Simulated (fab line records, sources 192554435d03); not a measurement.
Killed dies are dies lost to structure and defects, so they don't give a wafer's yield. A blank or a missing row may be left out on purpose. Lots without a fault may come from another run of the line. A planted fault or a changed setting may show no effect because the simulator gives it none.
fab line records | flow n5_finfet
record lots=7 wafers=39
route steps=1938 shown BEOL_M10@1512 BEOL_M15@1773 PASSIVATION@1929
start_h: hours from the record's first day to the start of the lot's first wafer shown | wait_h: hours since the lot's step before | " the same as in the row above | L1.1+2: a row that stands for several wafers | - no value, or no start given | * or withheld: withheld | < > ~ a bound
route shown NAME@n: a module of which the file shows steps, and the number in the route of the first | usual: mean/standard deviation of fault-free wafers | same: alike in all rows | chamber/n: place in a boat | sites: the reading at each site | _std_site: their standard deviation | _edge_site: outer sites' mean less inner sites' | radius_mm: how far each site lies from the wafer's centre | mask NAME#n: copy n | behind: the tool/chamber that last shaped the wafer | hold: why the lot was held/for how many hours/how that ended | device: the transistor (n, p or np) that didn't switch | end of line: the same wafers' tests at the end of the route | a step without rows: its recipe alone | killed: dies lost to structure and defects at the first sort, not the wafer's yield | map: a wafer's dies, x killed, . not, _ none there
set.NAME: the setting as run; set.NAME@STEP: as run at that earlier step | model.NAME: the simulator's own value behind a step, which no gauge read
lots whose settings were changed on purpose; a table a step, a row a wafer
## steps
# step N5_BEOL_M10_TRENCH_ETCH_37
# recipe chemistry=C4F6/O2 target_depth_a=1488.3 target=SiCOH_lowk time_s=48 ion_energy_ev=250 pressure_mtorr=30 source_w=345 bias_w=185 Ar_flow_sccm=300 C4F6_flow_sccm=10 O2_flow_sccm=10
# columns lot.wafer tool chamber start_h wait_h set.target_depth_a model.etch.depth_nm model.BEOL_M10.feature_depth_nm model.TiN_of_BEOL_M10_HM_DEP_02.thk_nm
L077.1 rie_diel-04 3 - - 1488.3 152.3 152.2 16.2
L077.2 " 2 " " 1488.3 148.8 148.8 15.8
L077.3 " 0 " " 1488.3 144.3 144.2 16.2
L077.4 " 1 " " 1488.3 146.9 147 16
L077.5 " 3 " " 1488.3 152 152 15.8
L077.6 " 0 " " 1488.3 143.4 143.4 16.2
L080.1 rie_diel-01 2 - - 1488.3 145.5 145.4 16
L080.2 " 3 " " 1488.3 148.8 148.8 15.8
L080.3 " 0 " " 1171 115.8 115.8 17.2
L080.4 " 1 " " 1171 110.7 110.8 16.8
L080.5 " 2 " " 1488.3 144.2 144.2 16.2
L080.6 " 3 " " 1171 115.6 115.6 16.6
L086.1 rie_diel-05 0 - - 1488.3 153.4 153.4 16.2
L086.2 " 1 " " 1899 192.1 192.2 14.6
L086.3 " 2 " " 1488.3 139.9 140 16.4
L086.4 " 3 " " 1488.3 149.3 149.2 15.8
L086.5 " 1 " " 1899 193 193 14.6
L086.6 " 0 " " 1899 194.8 194.8 15.2
L089.1 rie_diel-05 0 - - 1757 179.7 179.6 15
L089.2 " 1 " " 1488.3 150.6 150.6 15.4
L089.3 " 2 " " 1757 163.8 163.8 15
L089.4 " 3 " " 1757 175.9 175.8 14.8
L089.5 " 1 " " 1488.3 150.9 150.8 15.6
L089.6 " 0 " " 1488.3 152.4 152.4 15.4
L088.1 rie_diel-04 0 - - 1488.3 144.4 144.4 16
L088.2 " 2 " " 1488.3 150.4 150.4 15.6
L088.3 " 3 " " 1488.3 152.1 152 15.6
L088.4 " 1 " " 2344 232.9 233 13.6
L088.5 " 3 " " 2344 239.9 239.8 13
L088.6 " 2 " " 2344 233.9 233.8 13.4
L093.1 rie_diel-04 0 - - 2263 221.2 221.2 13.8
L093.2 " 3 " " 1488.3 153 153 16
L093.3 " 2 " " 2263 229.3 229.4 13.6
L093.4 " 1 " " 1488.3 149.2 149.2 15.8
L093.5 " 1 " " 2263 226.8 226.8 14.2
L093.6 " 0 " " 1488.3 143.5 143.4 15.8
L095.1 rie_diel-01 1 - - 1488.3 155.8 155.8 15.6
L095.4 " 3 " " 1488.3 147.4 147.4 16
L095.5 " 3 " " 1488.3 148.3 148.2 15.4
# step N5_BEOL_M10_ETCH_41
# recipe chemistry=CH3F/O2 target=SiCN target_depth_a=426 taper_deg=2 time_s=86 ion_energy_ev=120 mask_material=TiN pressure_mtorr=30 source_w=395 bias_w=75 Ar_flow_sccm=150 CH3F_flow_sccm=30 O2_flow_sccm=20
# step N5_BEOL_M10_STRIP_77
# recipe chemistry=N2/H2 time_s=10 power_w=450 temp_c=40 pressure_mtorr=20 rf_frequency_hz=6e+07 bias_power_w=7 n2_flow_sccm=200 h2_flow_sccm=200
# step N5_BEOL_M10_OCD_MEAS_38
# usual trench_depth_nm=148/3.9
# columns lot.wafer tool chamber start_h wait_h set.target_depth_a@BEOL_M10_TRENCH_ETCH_37 trench_depth_nm
L077.1 ocd-02 - 241.76 - 1488.3 153
L077.2 " - " " 1488.3 149
L077.3 " - " " 1488.3 144
L077.4 " - " " 1488.3 147
L077.5 " - " " 1488.3 152
L077.6 " - " " 1488.3 144
L080.1 ocd-02 - 245.53 - 1488.3 145
L080.2 " - " " 1488.3 148
L080.3 " - " " 1171 116
L080.4 " - " " 1171 111
L080.5 " - " " 1488.3 144
L080.6 " - " " 1171 116
L086.1 ocd-01 - 275.59 - 1488.3 153
L086.2 " - " " 1899 192
L086.3 " - " " 1488.3 139
L086.4 " - " " 1488.3 149
L086.5 " - " " 1899 193
L086.6 " - " " 1899 195
L089.1 ocd-01 - 295.02 - 1757 179
L089.2 " - " " 1488.3 150
L089.3 " - " " 1757 164
L089.4 " - " " 1757 176
L089.5 " - " " 1488.3 151
L089.6 " - " " 1488.3 152
L088.1 ocd-02 - 305.72 - 1488.3 145
L088.2 " - " " 1488.3 150
L088.3 " - " " 1488.3 152
L088.4 " - " " 2344 233
L088.5 " - " " 2344 240
L088.6 " - " " 2344 234
L093.1 ocd-01 - 326.14 - 2263 221
L093.2 " - " " 1488.3 153
L093.3 " - " " 2263 230
L093.4 " - " " 1488.3 149
L093.5 " - " " 2263 227
L093.6 " - " " 1488.3 143
L095.1 ocd-02 - 335.82 - 1488.3 156
L095.4 " - " " 1488.3 147
L095.5 " - " " 1488.3 148
# step N5_BEOL_M10_HM_STRIP_39
# recipe chemistry=peroxide_tin_strip material=TiN target_depth_a=250 temp_c=50 time_s=158
# step N5_BEOL_M10_SRD_40
# recipe time_s=30 temp_c=23 rinse_liquid=diw dry=ipa_marangoni
# step N5_BEOL_M10_ECD_50
# recipe material=Cu target_thk_a=3180
# step N5_BEOL_M10_ANNEAL_51
# recipe temp_c=225 time_s=90 ambient=N2
# step N5_BEOL_M10_CMP_52
# recipe stop_on=SiCOH_lowk t_overpolish_s=7 down_force_psi=1 platen_rpm=50 clearing_platen_down_force_psi=1.5 clearing_platen_rpm=50 post_cmp_clean=cu_alkaline target_thk_nm=140 clearing_platen_pad_velocity_m_s=0.99484 pad_velocity_m_s=0.99484
# columns lot.wafer tool chamber start_h wait_h set.target_depth_a@BEOL_M10_TRENCH_ETCH_37 model.Cu_of_BEOL_M10_ECD_50.thk_nm
L077.2 cmp-03 2 243.99 0.2 1488.3 140
L077.3 " 3 " " 1488.3 138.2
L077.1 " 0 " " 1488.3 145.4
L077.4 " 1 " " 1488.3 135.8
L077.6 " 2 " " 1488.3 134
L077.5 " 3 " " 1488.3 144.2
L080.2 cmp-02 3 247.25 0.2 1488.3 142
L080.4 " 0 " " 1171 103
L080.1 " 1 " " 1488.3 139
L080.3 " 2 " " 1171 110
L080.5 " 3 " " 1488.3 137.8
L080.6 " 0 " " 1171 106.8
L086.4 cmp-03 1 278.08 0.3 1488.3 138.4
L086.1 " 2 " " 1488.3 143.6
L086.3 " 3 " " 1488.3 132
L086.2 " 0 " " 1899 184.4
L086.5 " 1 " " 1899 181.6
L086.6 " 2 " " 1899 183.4
L089.2 cmp-03 0 298.36 0.2 1488.3 142.8
L089.4 " 1 " " 1757 163.6
L089.3 " 2 " " 1757 153.2
L089.1 " 3 " " 1757 171.4
L089.6 " 0 " " 1488.3 144
L089.5 " 1 " " 1488.3 139
L088.4 cmp-02 0 307.40 0.1 2344 224.6
L088.1 " 1 " " 1488.3 136.6
L088.3 " 2 " " 1488.3 144.4
L088.2 " 3 " " 1488.3 144
L088.6 " 0 " " 2344 225.6
L088.5 " 1 " " 2344 233.4
L093.3 cmp-03 0 329.69 0.2 2263 220.2
L093.1 " 1 " " 2263 208.6
L093.4 " 2 " " 1488.3 137.2
L093.2 " 3 " " 1488.3 143.4
L093.6 " 0 " " 1488.3 134
L093.5 " 1 " " 2263 214.8
L095.1 cmp-03 2 338.31 0.3 1488.3 144
L095.4 " 0 " " 1488.3 138.4
L095.5 " 2 " " 1488.3 137
# step N5_BEOL_M10_THK_MEAS_53
# recipe thk_meas_gauge=xrf reads=Cu_of_BEOL_M10_ECD_50
# usual M10_THK=143/4.3
# columns lot.wafer tool chamber start_h wait_h set.target_depth_a@BEOL_M10_TRENCH_ETCH_37 M10_THK[nm]
L077.1 film_metro-02 - 244.29 - 1488.3 150
L077.2 " - " " 1488.3 144
L077.3 " - " " 1488.3 143
L077.4 " - " " 1488.3 140
L077.5 " - " " 1488.3 149
L077.6 " - " " 1488.3 138
L080.1 film_metro-02 - 247.54 - 1488.3 143
L080.2 " - " " 1488.3 146
L080.3 " - " " 1171 113
L080.4 " - " " 1171 106
L080.5 " - " " 1488.3 141
L080.6 " - " " 1171 110
L086.1 film_metro-01 - 278.37 - 1488.3 147
L086.2 " - " " 1899 189
L086.3 " - " " 1488.3 135
L086.4 " - " " 1488.3 142
L086.5 " - " " 1899 187
L086.6 " - " " 1899 189
L089.1 film_metro-01 - 298.65 - 1757 174
L089.2 " - " " 1488.3 144
L089.3 " - " " 1757 156
L089.4 " - " " 1757 166
L089.5 " - " " 1488.3 141
L089.6 " - " " 1488.3 147
L088.1 film_metro-01 - 307.70 - 1488.3 139
L088.2 " - " " 1488.3 147
L088.3 " - " " 1488.3 147
L088.4 " - " " 2344 230
L088.5 " - " " 2344 239
L088.6 " - " " 2344 230
L093.1 film_metro-02 - 329.99 - 2263 213
L093.2 " - " " 1488.3 146
L093.3 " - " " 2263 225
L093.4 " - " " 1488.3 140
L093.5 " - " " 2263 219
L093.6 " - " " 1488.3 137
L095.1 film_metro-02 - 338.57 - 1488.3 148
L095.4 " - " " 1488.3 142
L095.5 " - " " 1488.3 140
# step N5_BEOL_M15_ILD_DEP_00
# recipe material=SiO2 target_thk_a=16293 temp_c=400 precursor=TEOS/O2 pressure_torr=6.5 rf_w=900 teos_flow_sccm=161.4 gas=O2 flow_sccm=2650 time_s=346.1
# columns lot.wafer tool chamber start_h wait_h set.target_thk_a model.SiO2_of_BEOL_M15_ILD_DEP_00.thk_nm
L077.1 pecvd-03 0 266.47 0.0 23570 2336
L077.2 " 1 " " 16293 1598
L077.3 " 2 " " 23570 2348
L077.4 " 2 " " 16293 1651
L077.5 " 0 " " 23570 2369
L077.6 " 1 " " 16293 1648
L080.1 pecvd-02 1 273.09 0.0 16293 1607
L080.2 " 2 " " 16293 1605
L080.3 " 0 " " 16293 1627
L080.4 " 0 " " 16293 1665
L080.5 " 2 " " 16293 1641
L080.6 " 1 " " 16293 1637
L086.1 pecvd-01 2 304.38 0.0 16293 1635
L086.2 " 1 " " 16293 1627
L086.3 " 0 " " 8239 805.6
L086.4 " 1 " " 8239 854.8
L086.5 " 0 " " 8239 819
L086.6 " 2 " " 16293 1652
L089.1 pecvd-03 0 324.48 0.0 18990 1897
L089.2+6 " 2,0 " " 18990 1905
L089.3 " 1 " " 16293 1603
L089.4 " 1 " " 16293 1645
L089.5 " 2 " " 16293 1659
L088.1 pecvd-03 2 336.43 0.0 16293 1610
L088.2 " 1 " " 16293 1589
L088.3 " 0 " " 16293 1597
L088.4 " 2 " " 16293 1670
L088.5 " 0 " " 16293 1642
L088.6 " 1 " " 16293 1622
L093.1+3 pecvd-02 1,0 353.39 0.0 16293 1618
L093.2 " 2 " " 16293 1619
L093.4+5 " 1,2 " " 16293 1628
L093.6 " 0 " " 16293 1647
L095.1 pecvd-01 2 365.53 0.0 16293 1630
L095.4 " 0 " " 16293 1622
L095.5 " 2 " " 16293 1650
# step N5_BEOL_M15_THK_MEAS_01
# recipe reads=SiO2_of_BEOL_M15_ILD_DEP_00
# usual M15_ILD_THK=1630/23
# columns lot.wafer tool chamber start_h wait_h set.target_thk_a@BEOL_M15_ILD_DEP_00 M15_ILD_THK[nm]
L077.1 film_metro-02 - 266.72 0.1 23570 2337
L077.2 " - " " 16293 1597
L077.3 " - " " 23570 2347
L077.4 " - " " 16293 1652
L077.5 " - " " 23570 2369
L077.6 " - " " 16293 1647
L080.1 film_metro-02 - 273.34 0.1 16293 1605
L080.2 " - " " 16293 1605
L080.3 " - " " 16293 1627
L080.4 " - " " 16293 1667
L080.5 " - " " 16293 1640
L080.6 " - " " 16293 1637
L086.1 film_metro-02 - 304.63 0.1 16293 1634
L086.2 " - " " 16293 1628
L086.3 " - " " 8239 805
L086.4 " - " " 8239 855
L086.5 " - " " 8239 818
L086.6 " - " " 16293 1652
L089.1 film_metro-01 - 324.73 0.1 18990 1897
L089.2 " - " " 18990 1903
L089.3 " - " " 16293 1603
L089.4 " - " " 16293 1646
L089.5 " - " " 16293 1658
L089.6 " - " " 18990 1905
L088.1 film_metro-01 - 336.68 0.1 16293 1608
L088.2 " - " " 16293 1590
L088.3 " - " " 16293 1597
L088.4 " - " " 16293 1668
L088.5 " - " " 16293 1641
L088.6 " - " " 16293 1622
L093.1 film_metro-01 - 353.64 0.1 16293 1620
L093.2 " - " " 16293 1620
L093.3 " - " " 16293 1615
L093.4 " - " " 16293 1629
L093.5 " - " " 16293 1628
L093.6 " - " " 16293 1647
L095.1 film_metro-01 - 365.78 0.1 16293 1630
L095.4 " - " " 16293 1624
L095.5 " - " " 16293 1649
# step N5_BEOL_M15_COAT_58
# recipe resist=BARC temp_c=205 time_s=60 spin_rpm=1500 resist_thk_nm=89
# step N5_BEOL_M15_COAT_04
# recipe spin_rpm=1704 resist_thk_nm=800
# step N5_BEOL_M15_DESCUM_15
# recipe chemistry=O2 time_s=7.9 source_power_w=50 bias_power_w=20 pressure_mtorr=20 rf_frequency_hz=2.712e+07 temp_c=40 o2_flow_sccm=225
# step N5_BEOL_M15_ETCH_59
# recipe chemistry=N2/H2 target=BARC target_depth_a=890 overetch_a=267 time_s=67.9 ion_energy_ev=200 pressure_mtorr=30 source_w=840 bias_w=150 n2_flow_sccm=200 h2_flow_sccm=200
# step N5_BEOL_M15_VIA_ETCH_16
# recipe chemistry=C4F8/O2/Ar target=SiO2 he_inner_torr=15 he_outer_torr=30 target_depth_a=17922 time_s=withheld ion_energy_ev=800 pressure_mtorr=20 source_w=1905 bias_w=2040 Ar_flow_sccm=400 C4F8_flow_sccm=16 O2_flow_sccm=12 ends=cleared
# columns lot.wafer tool chamber start_h wait_h set.target_thk_a@BEOL_M15_ILD_DEP_00 model.etch.depth_nm model.coat_of_BEOL_M15_COAT_04.thk_nm
L077.1 rie_diel-02 3 267.43 0.0 23570 2336 171
L077.2 " 1 " " 16293 1598 346.4
L077.3 " 0 " " 23570 2348 176.4
L077.4 " 2 " " 16293 1651 340
L077.5 " 3 " " 23570 2369 160.6
L077.6 " 0 " " 16293 1648 339.4
L080.1 rie_diel-06 0 273.82 0.0 16293 1607 347.2
L080.2 " 3 " " 16293 1605 333
L080.3 " 1 " " 16293 1627 331.4
L080.4 " 3 " " 16293 1665 319.6
L080.5 " 1 " " 16293 1641 328.8
L080.6 " 0 " " 16293 1637 342.8
L086.1 rie_diel-02 0 305.15 0.1 16293 1635 335
L086.2 " 2 " " 16293 1627 337.6
L086.3 " 2 " " 8239 805.6 529.6
L086.4 " 0 " " 8239 854.8 518.6
L086.5 " 2 " " 8239 818.9 527.6
L086.6 " 0 " " 16293 1652 333.2
L089.1 rie_diel-03 2 325.33 0.0 18990 1897 269
L089.2 " 3 " " 18990 1905 270.6
L089.3 " 1 " " 16293 1603 350.8
L089.4 " 0 " " 16293 1645 325.6
L089.5 " 3 " " 16293 1659 330.4
L089.6 " 2 " " 18990 1905 266.8
L088.1 rie_diel-06 3 337.29 0.0 16293 1610 328.2
L088.2 " 0 " " 16293 1589 345.8
L088.3 " 1 " " 16293 1597 333.8
L088.4 " 2 " " 16293 1670 320
L088.5 " 3 " " 16293 1642 320
L088.6 " 2 " " 16293 1622 328.6
L093.1 rie_diel-06 0 354.12 0.0 16293 1618 340.8
L093.2 " 3 " " 16293 1619 328.6
L093.3 " 1 " " 16293 1618 331.6
L093.4 " 2 " " 16293 1628 328.8
L093.5 " 3 " " 16293 1628 328
L093.6 " 2 " " 16293 1647 327.6
L095.1 rie_diel-03 3 366.30 0.1 16293 1630 335
L095.4 " 2 " " 16293 1622 330.6
L095.5 " 3 " " 16293 1650 327.2
# step N5_PASSIVATION_PASS_ETCH_47
# recipe chemistry=CF4/O2 target=SiNx target_depth_a=7700 time_s=385 ion_energy_ev=100 pressure_mtorr=40 source_w=535 bias_w=49 Ar_flow_sccm=100 cf4_flow_sccm=100 O2_flow_sccm=10
# columns lot.wafer tool chamber start_h wait_h set.time_s model.etch.depth_nm
L077.1 rie_diel-04 0 284.80 0.0 385 747.2
L077.2 " 1 " " 385 767.8
L077.3 " 2 " " 385 768.6
L077.4 " 3 " " 385 785.3
L077.5 " 0 " " 385 738.5
L077.6 " 1 " " 385 777.8
L080.1 rie_diel-04 0 289.53 0.0 454.3 885.9
L080.2 " 2 " " 385 777
L080.3 " 3 " " 454.3 936.4
L080.4 " 1 " " 385 779.4
L080.5 " 3 " " 385 785.4
L080.6 " 0 " " 454.3 877.3
L086.1 rie_diel-05 2 321.05 0.0 385 708.5
L086.2 " 1 " " 385 754.2
L086.3 " 0 " " 493.8 1013
L086.4 " 3 " " 493.8 972.4
L086.5 " 3 " " 385 749.5
L086.6 " 0 " " 493.8 1015
L089.1 rie_diel-05 0 340.89 0.0 385 798.2
L089.2 " 3 " " 385 754.5
L089.3 " 1 " " 612 1213
L089.4 " 2 " " 385 708.5
L089.5 " 3 " " 612 1197
L089.6 " 2 " " 612 1122
L088.1 rie_diel-05 2 353.31 0.0 449.7 815.9
L088.2 " 1 " " 385 757.4
L088.3 " 3 " " 385 746.9
L088.4 " 0 " " 449.7 920.7
L088.5 " 3 " " 385 749.8
L088.6 " 0 " " 449.7 920.9
L093.1 rie_diel-04 1 371.88 0.0 385 782.4
L093.2 " 3 " " 201.4 412.5
L093.3 " 2 " " 385 784.6
L093.4 " 0 " " 385 747.6
L093.5 " 2 " " 201.4 405.2
L093.6 " 1 " " 201.4 406.4
L095.1 rie_diel-01 0 381.22 0.0 385 767.3
L095.4 " 2 " " 385 756.9
L095.5 " 1 " " 385 793.7
## key
split step=N5_BEOL_M10_TRENCH_ETCH_37 setting=target_depth_a stated=1488.3 by=wafer
response step=N5_BEOL_M10_TRENCH_ETCH_37 reading=model.etch.depth_nm change=+1.5 per=1% r=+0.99
response step=N5_BEOL_M10_TRENCH_ETCH_37 reading=model.BEOL_M10.feature_depth_nm change=+1.5 per=1% r=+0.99
response step=N5_BEOL_M10_TRENCH_ETCH_37 reading=model.TiN_of_BEOL_M10_HM_DEP_02.thk_nm change=-0.0406 per=1% r=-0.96
response step=N5_BEOL_M10_OCD_MEAS_38 reading=trench_depth_nm change=+1.5 per=1% r=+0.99
response step=N5_BEOL_M10_CMP_52 reading=model.Cu_of_BEOL_M10_ECD_50.thk_nm change=+1.49 per=1% r=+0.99
response step=N5_BEOL_M10_THK_MEAS_53 reading=M10_THK change=+1.53 per=1% r=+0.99
split step=N5_BEOL_M15_ILD_DEP_00 setting=target_thk_a stated=16293 by=wafer
response step=N5_BEOL_M15_ILD_DEP_00 reading=model.SiO2_of_BEOL_M15_ILD_DEP_00.thk_nm change=+16.3 per=1% r=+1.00
response step=N5_BEOL_M15_THK_MEAS_01 reading=M15_ILD_THK change=+16.3 per=1% r=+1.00
response step=N5_BEOL_M15_VIA_ETCH_16 reading=model.etch.depth_nm change=+16.3 per=1% r=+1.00
response step=N5_BEOL_M15_VIA_ETCH_16 reading=model.coat_of_BEOL_M15_COAT_04.thk_nm change=-3.86 per=1% r=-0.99
split step=N5_PASSIVATION_PASS_ETCH_47 setting=time_s stated=385 by=wafer
response step=N5_PASSIVATION_PASS_ETCH_47 reading=model.etch.depth_nm change=+7.57 per=1% r=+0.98
